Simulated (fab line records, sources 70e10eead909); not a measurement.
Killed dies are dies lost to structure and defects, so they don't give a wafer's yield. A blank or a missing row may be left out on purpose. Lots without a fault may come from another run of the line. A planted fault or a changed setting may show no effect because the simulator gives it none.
Which tool did it? | flow nand_harc | 11 lots, 33 wafers sampled, at 5 steps of a route of 1159

WHAT THE GAUGES READ, wafer by wafer
NHARC_END_SORT_01.
lot  | measured     | on        | killed_at_array | killed_at_other | killed_at_periphery | killed_dies | killed_open | killed_short
L650 | day 20 18:53 | prober-01 | 29 303 18       | 0 0 0           | 3 2 3               | 32 305 21   | 4 2 1       | 1 3 0
L651 | day 20 18:55 | prober-02 | 298 26 23       | 0 0 0           | 3 3 1               | 301 29 24   | 0 2 1       | 6 2 0
L653 | day 21 01:56 | prober-02 | 241 33 284      | 0 0 0           | 3 0 4               | 244 33 288  | 3 3 4       | 1 1 0

WHICH TOOL RAN EACH LOT (tool, then ch and the chambers of the sampled wafers, then the start)
lot  | NHARC_A_STAIRCASE_DESCUM_11        | NHARC_A_STAIRCASE_TRIM_14          | NHARC_A_STAIRCASE_TRIM_18                     | NHARC_A_STAIRCASE_ETCH_21
L646 | rie_diel-09 ch 0,2, day 10 02:29   | rie_diel-09 ch 0,2,3, day 10 02:53 | rie_diel-09 ch 2,3, no start                  | rie_diel-09 ch 0,1,3, no start
L649 | rie_diel-01 ch 0,2,3, day 11 06:16 | rie_diel-01 ch 2,3, day 11 06:41   | rie_diel-01 ch 0,3, no start                  | rie_diel-09 ch 0,1,3, no start
L648 | rie_diel-09 ch 1,2,3, day 11 06:37 | rie_diel-09 ch 1,2,3, day 11 08:24 | rie_diel-09 ch 1,2, no start                  | rie_diel-01 ch 0,3, no start
L650 | rie_diel-01 ch 0,3, day 11 22:04   | rie_diel-01 ch 0,2, day 11 22:28   | rie_diel-01 ch 2,3, day 20 18:53 or earlier   | rie_diel-09 ch 0,1,3, day 20 18:53 or earlier
L651 | rie_diel-01 ch 0,2,3, day 11 22:07 | rie_diel-01 ch 0,2, day 11 22:33   | rie_diel-01 ch 0,3, day 20 18:55 or earlier   | rie_diel-01 ch 0,2, day 20 18:55 or earlier
L653 | rie_diel-01 ch 0,3, day 12 06:02   | rie_diel-01 ch 0,3, day 12 06:29   | rie_diel-01 ch 0,1,2, day 21 01:56 or earlier | rie_diel-01 ch 1,3, day 21 01:56 or earlier
L663 | rie_diel-01 ch 1,3, day 14 23:32   | rie_diel-01 ch 0,1,2, day 14 23:54 | rie_diel-01 ch 0,1,3, no start                | rie_diel-10 ch 0,1,2, no start
L661 | rie_diel-01 ch 0,2, day 14 23:50   | rie_diel-01 ch 1,2, day 15 00:14   | rie_diel-01 ch 0,2,3, no start                | rie_diel-01 ch 0,1, no start
L666 | rie_diel-01 ch 0,1,2, day 15 19:40 | rie_diel-01 ch 0,2,3, day 15 20:08 | rie_diel-01 ch 0,2,3, no start                | rie_diel-01 ch 0,1,2, no start
L667 | rie_diel-09 ch 0,2,3, day 15 23:05 | rie_diel-09 ch 0,1,2, day 15 23:26 | rie_diel-09 ch 1,2,3, no start                | rie_diel-09 ch 0,1,2, no start
L668 | rie_diel-10 ch 2,3, day 16 17:15   | rie_diel-10 ch 1,2,3, day 16 17:53 | rie_diel-10 ch 0,2,3, no start                | rie_diel-01 ch 0,1,3, no start
- NHARC_A_STAIRCASE_DESCUM_11: chemistry O2, time 3 s.
- NHARC_A_STAIRCASE_TRIM_14: chemistry O2, time 211.2 s.
- NHARC_A_STAIRCASE_TRIM_18: chemistry O2, time 211.2 s.
- NHARC_A_STAIRCASE_ETCH_21: etches the open film in C4F8/O2, target depth 100 nm, time 40.5 s.

WHAT THE TOOLS THEMSELVES READ (means of the sampled wafers that have a number; where no wafer has one, the mark that the record gives instead)
NHARC_A_STAIRCASE_DESCUM_11.
lot  | tool        | drypump_motor_current_A (A) | oes_product_au (a.u.) | rf_vpp_V (V) | showerhead_plenum_p_Torr (Torr) | throttle_valve_pct (%)
L646 | rie_diel-09 | 5.8                         | 0.995                 | 58.2         | 2.03                            | 11.320
L649 | rie_diel-01 | 5.7                         | 0.994                 | 58.2         | 1.92                            | 11.324
L648 | rie_diel-09 | 5.5                         | 1.004                 | 58.3         | 2.00                            | 11.316
L650 | rie_diel-01 | 5.3                         | 0.992                 | 57.5         | 2.00                            | 11.311
L651 | rie_diel-01 | 5.7                         | 0.995                 | 57.7         | 1.92                            | 11.316
L653 | rie_diel-01 | 5.5                         | 0.995                 | 57.4         | 1.99                            | 11.317
L663 | rie_diel-01 | 5.6                         | 1.007                 | 57.5         | 1.98                            | 11.313
L661 | rie_diel-01 | 5.6                         | 1.012                 | 58.0         | 1.92                            | 11.302
L666 | rie_diel-01 | 5.7                         | 1.001                 | 57.9         | 1.91                            | 11.308
L667 | rie_diel-09 | 5.6                         | 0.989                 | 57.9         | 2.00                            | 11.306
L668 | rie_diel-10 | 6.1                         | 0.996                 | 58.2         | 2.05                            | 11.308

NHARC_A_STAIRCASE_TRIM_14.
lot  | tool        | drypump_motor_current_A (A) | oes_product_au (a.u.) | rf_vpp_V (V) | run_length_s (s) | showerhead_plenum_p_Torr (Torr) | throttle_valve_pct (%)
L646 | rie_diel-09 | 5.6                         | 1.001                 | 58.1         | 233.1            | 3.70                            | 17.036
L649 | rie_diel-01 | 6.0                         | 0.986                 | 58.1         | 232.8            | 3.43                            | 17.040
L648 | rie_diel-09 | 5.6                         | 1.011                 | 57.4         | 232.9            | 3.68                            | 17.038
L650 | rie_diel-01 | 5.9                         | 1.004                 | 56.9         | 257.4            | 3.42                            | 17.036
L651 | rie_diel-01 | 5.9                         | 1.000                 | 58.3         | 257.4            | 3.42                            | 17.035
L653 | rie_diel-01 | 5.3                         | 0.994                 | 58.2         | 281.7            | 3.66                            | 17.042
L663 | rie_diel-01 | 5.7                         | 0.987                 | 58.1         | 232.7            | 3.52                            | 17.037
L661 | rie_diel-01 | 6.1                         | 0.989                 | 57.3         | 232.8            | 3.40                            | 17.033
L666 | rie_diel-01 | 5.7                         | 1.004                 | 57.3         | 233.0            | 3.53                            | 17.043
L667 | rie_diel-09 | 5.8                         | 0.983                 | 57.3         | 232.9            | 3.63                            | 17.038
L668 | rie_diel-10 | 5.8                         | 1.003                 | 58.2         | 232.2            | 3.70                            | 17.032

NHARC_A_STAIRCASE_TRIM_18.
lot  | tool        | drypump_motor_current_A (A) | oes_product_au (a.u.) | rf_vpp_V (V) | run_length_s (s) | showerhead_plenum_p_Torr (Torr) | throttle_valve_pct (%)
L646 | rie_diel-09 | 5.6                         | 1.007                 | 58.3         | 232.7            | 3.76                            | 17.036
L649 | rie_diel-01 | 5.3                         | 0.994                 | 58.0         | 232.6            | 3.67                            | 17.040
L648 | rie_diel-09 | 5.8                         | 0.996                 | 57.9         | 232.9            | 3.63                            | 17.039
L650 | rie_diel-01 | 6.1                         | 0.995                 | 57.4         | 233.3            | 3.42                            | 17.038
L651 | rie_diel-01 | 5.5                         | 0.989                 | 57.8         | 233.0            | 3.66                            | 17.034
L653 | rie_diel-01 | 5.7                         | 1.007                 | 57.1         | 232.9            | 3.53                            | 17.037
L663 | rie_diel-01 | 5.5                         | 0.999                 | 58.4         | 232.8            | 3.64                            | 17.031
L661 | rie_diel-01 | 5.7                         | 1.012                 | 58.0         | 232.9            | 3.53                            | 17.034
L666 | rie_diel-01 | 5.7                         | 1.006                 | 58.3         | 232.8            | 3.53                            | 17.039
L667 | rie_diel-09 | 5.5                         | 0.997                 | 58.4         | 233.0            | 3.66                            | 17.043
L668 | rie_diel-10 | 5.9                         | 0.998                 | 58.2         | 232.2            | 3.67                            | 17.037

NHARC_A_STAIRCASE_ETCH_21.
lot  | tool        | oes_product_au (a.u.) | rf_fwd_power_W (W) | rf_vpp_V (V)
L646 | rie_diel-09 | 0.935                 | 595                | 900
L649 | rie_diel-09 | 0.956                 | 594                | 900
L648 | rie_diel-01 | 0.926                 | 596                | 901
L650 | rie_diel-09 | 0.971                 | 594                | 900
L651 | rie_diel-01 | 0.941                 | 592                | 897
L653 | rie_diel-01 | 0.930                 | 593                | 900
L663 | rie_diel-10 | 0.915                 | 595                | 899
L661 | rie_diel-01 | 0.939                 | 593                | 900
L666 | rie_diel-01 | 0.934                 | 591                | 896
L667 | rie_diel-09 | 0.921                 | 595                | 900
L668 | rie_diel-01 | 0.977                 | 593                | 900

THE ANSWER, worked out from the rows above alone
Rule: what is usual is taken from the lots themselves. Put in order of their means at a reading, lots are off if they are a third of the lots or fewer, leave a main group of 4 or more, and stand apart from it by a gap of 3 or more times the standard deviation of the main group's means; of several such gaps the widest counts. A main group whose means are all the same, to the digits that the tables above print for the reading, isn't used. A lot without any number at a reading at which 4 lots or more have one is off too. The other lots that the step has rows for count as sound. The gauges are gone through in route order, then the tools' own readings, and for those a lot's mean is taken as printed above. The first step at which some lot is off is used, and at that step the reading that is off furthest; a lot without a number counts as furthest.
Off: L650, L651, L653, at NHARC_A_STAIRCASE_TRIM_14 (run_length_s). The main group: mean 232.8 s, standard deviation 0.25.
A tool fits if, at that step or a process step before it, it ran every lot that is off, and no sound lot after the first of them. None of those tried fits.

WHAT THE SIMULATOR HAD PUT IN
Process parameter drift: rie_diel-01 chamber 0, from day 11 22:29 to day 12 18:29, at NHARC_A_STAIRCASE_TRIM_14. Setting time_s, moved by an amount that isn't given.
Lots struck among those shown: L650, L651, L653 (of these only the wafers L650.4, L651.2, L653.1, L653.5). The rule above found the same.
